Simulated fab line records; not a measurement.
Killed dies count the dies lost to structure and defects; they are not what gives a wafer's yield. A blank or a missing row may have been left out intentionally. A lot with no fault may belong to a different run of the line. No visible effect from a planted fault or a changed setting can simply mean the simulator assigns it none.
fab line records    flow n5Finfet
record: lots: 11  wafers: 33  lastDay: 18
route steps=1938 shown BEOL_M7@1265
lots that met no fault: from a run of the same line without faults
startH: hours from the record's first day to the start of the lot's first wafer shown    waitH: hours from the lot's prior step to this one    " same as the row above    L1.1+2: a single row standing in for several wafers    - value missing, or start not given    * or withheld: withheld    < > ~ a bound
route shown NAME@n: a module of which the file shows steps, and the number in the route of the first    usual: mean/standard deviation of fault-free wafers    same: alike in all rows    chamber/n: place in a boat    sites: each site's reading    _std_site: the values' standard deviation    _edge_site: inner sites' mean taken away from outer sites' mean    radiusMm: how far each site lies from the wafer's centre    mask NAME#n: copy n    behind: the most recent tool/chamber to have shaped the wafer    hold: what put the lot on hold/how long, in hours/how the hold closed    device: transistor that didn't switch, given as n, p or np    end of line: the route-end tests of the same wafers    a step with no rows: only its recipe    killed: count of dies lost to structure and defects at first sort (not the wafer's yield)    map: a wafer's dies, marking killed ones x, the rest . and places with no die _
set.NAME: the setting as run; set.NAME@STEP: as run at that earlier step    model.NAME: the simulator's own value behind a step, which no gauge read
the route's steps for a sample of lots (tables are steps, rows are wafers)
services: from which hour (startH, from the record's first day; less than 0 if before it) a tool's chamber was out of use, for how many hours, and why
== steps ==
step: N5_BEOL_M7_THK_MEAS_01
recipe: reads: SiCOH_lowk_of_BEOL_M7_ILD_DEP_00
usual: M7_ILD_THK: 155.2/1.7
lot.wafer  tool          chamber  startH  waitH  M7_ILD_THK[nm]
L760.1     filmMetro-02  -        189.61  0.4    154.7
L760.4     "             -        "       "      158.1
L760.5     "             -        "       "      157.8
L763.2     filmMetro-01  -        203.58  0.4    153.7
L763.3     "             -        "       "      154.8
L763.5     "             -        "       "      156.8
L762.2     filmMetro-01  -        203.80  0.4    153.9
L762.4     "             -        "       "      158.3
L762.6     "             -        "       "      156.8
L764.2     filmMetro-02  -        208.54  0.4    153.7
L764.3     "             -        "       "      155.1
L764.4     "             -        "       "      157.2
L766.2     filmMetro-02  -        231.06  0.4    153.8
L766.3     "             -        "       "      152.6
L766.4     "             -        "       "      156.7
L767.3     filmMetro-01  -        231.81  0.3    154.7
L767.4     "             -        "       "      156.0
L767.6     "             -        "       "      156.7
L770.1     filmMetro-02  -        252.17  0.4    155.4
L770.5     "             -        "       "      156.9
L770.6     "             -        "       "      156.2
L772.1     filmMetro-01  -        267.12  0.4    154.8
L772.5     "             -        "       "      156.0
L772.6     "             -        "       "      156.9
L778.2     filmMetro-01  -        304.67  0.4    150.9
L778.4     "             -        "       "      154.9
L778.6     "             -        "       "      156.3
L781.1     filmMetro-01  -        327.41  0.4    156.7
L781.3     "             -        "       "      154.2
L781.5     "             -        "       "      158.1
L782.1     filmMetro-01  -        334.46  0.4    154.9
L782.3     "             -        "       "      152.9
L782.5     "             -        "       "      157.6
step: N5_BEOL_M7_CD_MEAS_11
recipe: targetCdNm: 38.5  landingEnergyEv: 500  detector: seInlens  polarity: opening
usual: cdNm: 38.5/0.48
lot.wafer  tool      chamber  startH  waitH  cdNm
L760.1     cdSem-03  0        190.62  -      38.3
L760.4     "         0        "       "      38.3
L760.5     "         0        "       "      37.5
L763.2     cdSem-02  0        205.23  -      38.6
L763.3     "         0        "       "      37.6
L763.5     "         0        "       "      38.9
L762.2     cdSem-02  0        205.40  -      38.4
L762.4     "         0        "       "      39.5
L762.6     "         0        "       "      38.9
L764.2     cdSem-01  0        209.79  -      38.8
L764.3     "         0        "       "      39.4
L764.4     "         0        "       "      39.4
L766.2     cdSem-03  0        232.42  -      38.7
L766.3     "         0        "       "      38.3
L766.4     "         0        "       "      38.9
L767.3     cdSem-01  0        232.71  -      38.6
L767.4     "         0        "       "      38.5
L767.6     "         0        "       "      38.9
L770.1     cdSem-03  0        254.13  -      38.0
L770.5     "         0        "       "      38.4
L770.6     "         0        "       "      38.5
L772.1     cdSem-01  0        268.10  -      39.1
L772.5     "         0        "       "      38.6
L772.6     "         0        "       "      38.8
L778.2     cdSem-01  0        305.88  -      38.6
L778.4     "         0        "       "      38.9
L778.6     "         0        "       "      38.9
L781.1     cdSem-03  0        329.23  -      38.5
L781.3     "         0        "       "      38.6
L781.5     "         0        "       "      38.1
L782.1     cdSem-03  0        335.18  -      38.1
L782.3     "         0        "       "      38.6
L782.5     "         0        "       "      38.9
step: N5_BEOL_M7_HM_OPEN_17
recipe: chemistry: Cl2/BCl3  targetDepthA: 200  overetchA: 60  target: TiN  maskMaterial: SOC  ionEnergyEv: 150  pressureMtorr: 10  icpW: 1000  biasW: 126  Cl2_flow_sccm: 53.25  bcl3FlowSccm: 21.75  Ar_flow_sccm: 25
usual: drypumpMotorCurrentA: 5.6/0.4  heBacksideLeakSccm: 3.28/0.21  mfcCl2Sccm: 53.25/0.15  oesProductAu: 0.67/0.067  throttleValvePct: 22.28/0.21
lot.wafer  tool         chamber  startH  waitH  drypumpMotorCurrentA  heBacksideLeakSccm  mfcCl2Sccm  oesProductAu  rfHoursCounterH  throttleValvePct
L760.1     rieMetal-03  1        191.13  0.0    6.0                   3.38                53.06       0.72          23               22.49
L760.4     "            1        "       "      6.0                   3.25                53.20       0.72          -                22.46
L760.5     "            1        "       "      6.0                   3.22                52.98       0.71          -                22.49
L763.2     rieMetal-03  1        205.72  0.0    6.0                   3.37                53.41       0.71          25               22.46
L763.3     "            1        "       "      6.0                   3.29                53.19       0.71          -                22.48
L763.5     "            1        "       "      6.0                   3.27                53.31       0.71          -                22.48
L762.2     rieMetal-01  1        205.76  0.0    5.8                   3.37                53.47       0.59          84               22.37
L762.4     "            0        "       "      5.1                   3.33                53.34       0.80          -                22.44
L762.6     "            1        "       "      5.7                   3.19                53.42       0.59          -                22.39
L764.2     rieMetal-03  0        210.27  0.0    5.5                   3.14                53.08       0.63          57               22.32
L764.3     "            1        "       "      6.0                   3.00                53.14       0.72          -                22.48
L764.4     "            0        "       "      5.5                   2.98                53.37       0.63          -                22.31
L766.2     rieMetal-01  0        232.79  0.0    5.2                   3.37                53.23       0.78          6                22.44
L766.3     "            0        "       "      5.2                   3.35                53.47       0.78          -                22.44
L766.4     "            1        "       "      5.8                   3.21                53.32       0.58          -                22.39
L767.3     rieMetal-01  1        233.12  0.1    5.8                   3.21                53.18       0.57          -                22.40
L767.4     "            0        "       "      5.2                   3.00                53.39       0.78          -                22.44
L767.6     "            0        "       "      5.2                   3.10                53.13       0.78          -                22.44
L770.1     rieMetal-03  0        254.67  0.0    5.5                   3.08                53.00       0.62          59               22.32
L770.5     "            1        "       "      6.0                   3.38                53.15       0.70          -                22.48
L770.6     "            0        "       "      5.5                   3.08                53.29       0.63          -                22.33
L772.1     rieMetal-03  1        268.76  0.3    6.0                   3.32                53.48       0.69          32               22.49
L772.5     "            1        "       "      6.0                   3.31                53.23       0.70          -                22.50
L772.6     "            0        "       "      5.5                   3.25                53.31       0.62          -                22.34
L778.2     rieMetal-02  0        306.43  0.0    5.2                   3.25                53.22       0.71          28               21.97
L778.4     "            0        "       "      5.2                   3.30                53.12       0.70          -                21.98
L778.6     "            1        "       "      6.3                   3.95                53.21       0.69          -                21.97
L781.1     rieMetal-01  1        329.84  0.0    5.7                   3.14                53.08       0.56          98               22.42
L781.3     "            0        "       "      5.1                   3.19                53.05       0.75          -                22.45
L781.5     "            0        "       "      5.1                   3.25                53.25       0.75          -                22.45
L782.1     rieMetal-01  1        335.55  0.0    5.7                   3.22                53.08       0.57          99               22.41
L782.3     "            0        "       "      5.2                   3.39                53.15       0.75          -                22.44
L782.5     "            0        "       "      5.2                   3.38                53.39       0.75          -                22.46
step: N5_BEOL_M7_COAT_22
recipe: resist: CAR-EUV  spinRpm: 1500  resistThkNm: 30
usual: chillPlateTempC: 22.99/0.12  spinSpeedRpm: 1500.0/0.97
lot.wafer  tool           chamber  startH  waitH  chillPlateTempC  spinSpeedRpm
L760.1     lithoTrack-03  0        192.21  -      23.05            1499.2
L760.4     "              0        "       "      23.06            1500.5
L760.5     "              0        "       "      23.11            1500.2
L763.2     lithoTrack-04  0        205.96  -      22.88            1501.1
L763.3     "              0        "       "      22.99            1500.9
L763.5     "              0        "       "      23.01            1498.7
L762.2     lithoTrack-04  0        207.20  -      23.05            1499.6
L762.4     "              0        "       "      22.90            1500.1
L762.6     "              0        "       "      22.99            1501.0
L764.2     lithoTrack-04  0        213.01  -      23.11            1498.7
L764.3     "              0        "       "      23.02            1500.1
L764.4     "              0        "       "      23.08            1499.4
L766.2     lithoTrack-03  0        233.90  -      23.17            1499.9
L766.3     "              0        "       "      23.18            1501.0
L766.4     "              0        "       "      23.33            1499.7
L767.3     lithoTrack-05  0        233.90  -      23.08            1500.4
L767.4     "              0        "       "      23.22            1498.9
L767.6     "              0        "       "      22.99            1500.6
L770.1     lithoTrack-05  0        255.38  -      23.11            1498.6
L770.5     "              0        "       "      23.22            1499.8
L770.6     "              0        "       "      23.09            1499.3
L772.1     lithoTrack-05  0        269.53  -      22.98            1500.2
L772.5     "              0        "       "      22.93            1498.4
L772.6     "              0        "       "      23.16            1500.8
L778.2     lithoTrack-03  0        306.72  -      22.95            1373.3
L778.4     "              0        "       "      22.92            1372.3
L778.6     "              0        "       "      22.89            1371.5
L781.1     lithoTrack-03  0        330.79  -      22.78            1372.2
L781.3     "              0        "       "      22.93            1372.4
L781.5     "              0        "       "      22.81            1373.0
L782.1     lithoTrack-04  0        336.40  -      22.92            1500.1
L782.3     "              0        "       "      22.95            1498.9
L782.5     "              0        "       "      22.87            1501.4
== services ==
tool         chamber  startH  hours  kind
rieMetal-01  0        170.61  11.9   repair
rieMetal-02  1        187.87  1.7    repair
rieMetal-03  0        215.64  3.2    repair
rieMetal-02  0        223.35  4.1    repair
rieMetal-03  0        224.56  9.9    repair
rieMetal-02  0        258.04  13.5   repair
rieMetal-01  0        262.30  15.0   repair
rieMetal-02  1        266.37  16.0   repair
rieMetal-03  -        271.82  0.6    repair
rieMetal-02  -        290.29  1.9    repair
== key ==
firstSign: step: N5_BEOL_M7_COAT_22  reading: spinSpeedRpm  direction: down  sigmas: 99+  usual: *  struck: *
effect none on later readings
metAt N5_BEOL_M7_COAT_22
struckLots L778,L781
notActingAt N5_BEOL_M7_THK_MEAS_01,N5_BEOL_M7_CD_MEAS_11,N5_BEOL_M7_HM_OPEN_17
onsetBetween 233.90 306.72
fault: kind: processParameterDrift  tool: lithoTrack-03  chamber: -  onsetH: 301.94  steps: N5_BEOL_M7_COAT_22  channel: spinRpm  offset: *  shape: step  endH: 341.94  actsIn: *  stated: *
